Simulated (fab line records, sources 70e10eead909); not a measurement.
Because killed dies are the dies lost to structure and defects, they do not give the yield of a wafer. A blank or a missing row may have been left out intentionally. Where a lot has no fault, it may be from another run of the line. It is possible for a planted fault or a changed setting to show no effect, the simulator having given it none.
Matching of chambers | flow nand_harc | NHARC_A_WL_FILL_CMP_12 on cmp-04 has 4 sister chambers
The step polishes, t overpolish 30 s, target thk 100 nm. 8 wafers are shown with their chamber, then 10 later ones without.

## WAFERS WITH THEIR CHAMBER
wafer  | chamber | motor_current_A (A) | time_to_endpoint_s (s)
L084.3 | 3       | 12.1                | 19.5
L083.1 | 0       | 9.1                 | 19.2
L083.6 | 2       | 10.3                | 19.3
L086.1 | 2       | 10.2                | 20.1
L086.5 | 1       | 11.5                | 21.4
L086.6 | 0       | 9.5                 | 22.2
L088.3 | 1       | 11.4                | 19.5
L088.5 | 3       | 12.3                | 21.7

## WAFERS MISSING THEIR CHAMBER
wafer  | motor_current_A (A) | time_to_endpoint_s (s)
L088.6 | 9.8                 | 20.7
L093.1 | 12.2                | 20.4
L093.4 | 10.4                | 19.0
L093.6 | 11.3                | 17.5
L095.2 | 10.8                | 19.9
L095.4 | 10.7                | 18.9
L095.6 | 12.1                | 20.0
L096.2 | 11.5                | 16.6
L096.4 | 9.8                 | 17.3
L096.6 | 9.7                 | 17.8

## CHAMBER TAKEN BY EACH
wafer  | from the rows above     | in truth
L088.6 | can't be placed: 2 or 0 | 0
L093.1 | 3                       | 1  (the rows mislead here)
L093.4 | 2                       | 2
L093.6 | 1                       | 1
L095.2 | can't be placed: 2 or 1 | 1
L095.4 | can't be placed: 2 or 1 | 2
L095.6 | 3                       | 3
L096.2 | 1                       | 1
L096.4 | can't be placed: 2 or 0 | 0
L096.6 | can't be placed: 0 or 2 | 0
Correct placement for 4 of the 10. Cannot be placed on the basis of these rows: 5; the candidates contain the true chamber in 5. Wrongly placed: 1.
How it was worked out, from the rows above alone: a wafer's distance from a chamber is the root of the sum, over the readings, of the square of ((its reading less the chamber's mean) divided by the reading's scatter). The wafer belongs to the nearest chamber; if the next one is less than 2 further off, it can't be placed. For every chamber, the mean is computed from those of its wafers that are shown. The scatter: take each reading less its chamber's mean, square it, sum over the shown wafers, divide by the number of wafers less the number of chambers, and take the root.
